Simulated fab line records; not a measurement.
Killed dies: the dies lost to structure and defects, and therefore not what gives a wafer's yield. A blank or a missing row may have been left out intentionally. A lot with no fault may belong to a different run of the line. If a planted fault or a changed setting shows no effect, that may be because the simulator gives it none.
A struck lot beside a sound one -- flow nand-harc -- 15 steps out of a route of 1302
Sound: wafers L991.2, L991.4, L991.5. Struck: wafers L984.3, L984.4, L984.5. The cause comes at the end.
Each step with rows lists, per side, the tool, then ch with its chambers, then its first start. Under that, the readings that differ: sound wafers -- struck wafers -- difference of the means -- sigmas: that difference in standard deviations of wafers without a fault.
alike: a reading whose means differ by less than 2 such deviations, as well as words and numbers matching on both sides. not compared: withheld readings; readings where some wafer has no value; bounds like >300 that might hide an equal value; numbers whose values overlap and for which the record gives no deviation.
Wherever a step has rows on one side only, a row that says differs or no value, or a row with sigmas, the two part there. When numbers do not overlap yet have no deviation, they are printed without sigmas and do not part them. Lack of a reading on every wafer of one side parts them only where that side has two or more wafers.

NHARC_A_CHANNEL_HOLE_D2_ETCH_38: etches the open film in CF4, target depth 39 nm, time 65 s.
  sound on rie-diel-03 ch 0,3, day 19 10:53; struck on rie-diel-03 ch 2,3, day 16 20:20
reading,sound,struck,difference,sigmas
oes-product-au (a.u.),1.010 1.004 1.010,0.981 0.989 0.995,-0.020,-2
  alike: bias-w, cf4-flow-sccm, drypump-motor-current-A, rf-vpp-V, showerhead-plenum-p-Torr, throttle-valve-pct
  not compared: rf-hours-counter-h
then, 1 step without rows for these wafers: NHARC_A_CHANNEL_HOLE_D2_ETCH_39 (etches the open film in N2/H2, target depth 260 nm, time 325 s).
NHARC_A_CHANNEL_HOLE_D2_ETCH_34: etches the open film in CF4/CHF3, target depth 154 nm, time 77 s.
  sound: rie-diel-03 ch 2,3; struck: rie-diel-03 ch 0,3
reading,sound,struck,difference,sigmas
oes-product-au (a.u.),0.914 0.925 0.930,0.974 0.950 0.971,+0.042,+2
  alike: bias-w, cf4-flow-sccm, drypump-motor-current-A, rf-vpp-V, showerhead-plenum-p-Torr, throttle-valve-pct
  not compared: rf-hours-counter-h
then, 1 step without rows for these wafers: NHARC_A_CHANNEL_HOLE_D2_ETCH_16 (etches the open film in O2/COS, target depth 3100 nm, time 806 s).
NHARC_A_CHANNEL_HOLE_D2_CD_MEAS_18:
  sound: cd-sem-02 at day 19 11:55; struck: cd-sem-01 at day 16 21:22
  alike: cd-nm
then, 1 step without rows for these wafers: NHARC_A_CHANNEL_HOLE_D2_ETCH_19 (etches the open film in C4F8/O2/Ar, time 34.5 s).
NHARC_A_CHANNEL_HOLE_D2_ETCH_20: etches the open film in C4F8/O2/Ar, time 361.9 s, target depth 1600 nm.
  sound on har-etch-02 ch 0,1, day 19 12:05; struck on har-etch-01 ch 0,1, day 16 21:39
  alike: c4f8-flow-sccm, chamber-pressure-mTorr, drypump-motor-current-A, showerhead-plenum-p-Torr, throttle-valve-pct
  not compared: rf-hours-counter-h
then, 4 steps without rows for these wafers: NHARC_A_CHANNEL_HOLE_D2_ETCH_21 (etches the open film in C4F8/O2/Ar, time 514.3 s, target depth 1600 nm); NHARC_A_CHANNEL_HOLE_D2_ETCH_22 (etches the open film in C4F8/O2/Ar, time 666.7 s, target depth 1600 nm); NHARC_A_CHANNEL_HOLE_D2_ETCH_23 (etches the open film in C4F8/O2/Ar, time 819 s, target depth 1600 nm); NHARC_A_CHANNEL_HOLE_D2_ETCH_24 (etches the open film in C4F8/O2/Ar, time 906.2 s, target depth 1500 nm).
NHARC_A_CHANNEL_HOLE_D2_ETCH_25: etches the open film in C4F8/O2/Ar, time 1040.2 s, target depth 1500 nm.
  sound on har-etch-02 ch 0,1, day 19 14:53; struck on har-etch-01 ch 0,1, day 17 00:37
  alike: c4f8-flow-sccm, chamber-pressure-mTorr, drypump-motor-current-A, showerhead-plenum-p-Torr, throttle-valve-pct
  not compared: rf-hours-counter-h
NHARC_A_CHANNEL_HOLE_D2_ETCH_26: etches the open film in C4F8/O2/Ar, time 224.1 s, target depth 300 nm.
  sound on har-etch-02 ch 0,1, day 19 15:46; struck on har-etch-01 ch 0,1, day 17 01:15
  no value came back on the struck wafers for any of 5 readings (bias-v (V), c4f8-flow-sccm (sccm) and others); on the sound wafers bias-v (V) reads 297 299 298
  not compared: rf-hours-counter-h
NHARC_A_CHANNEL_HOLE_D2_ETCH_27: etches the open film in C4F8/O2/Ar, time 90 s, target depth 400 nm.
  sound on har-etch-02 ch 0,1, day 19 15:58; struck on har-etch-01 ch 0,1, day 17 01:27
  alike: bias-v, c4f8-flow-sccm, drypump-motor-current-A, showerhead-plenum-p-Torr, throttle-valve-pct
  not compared: rf-hours-counter-h
-- record jumps: 12 days between struck wafers' starts before vs after; left off in module A_CHANNEL_HOLE_D2, resumes in module END, first step shown is number 1302 of the route --
NHARC_END_SORT_01:
  here the record holds rows for the struck wafers (prober-02 ch 0, day 28 14:29) but none for the sound ones

## WHERE THEY PART
First at NHARC_A_CHANNEL_HOLE_D2_ETCH_38; last, within this record, at NHARC_END_SORT_01.

WHY: what the simulator had put in
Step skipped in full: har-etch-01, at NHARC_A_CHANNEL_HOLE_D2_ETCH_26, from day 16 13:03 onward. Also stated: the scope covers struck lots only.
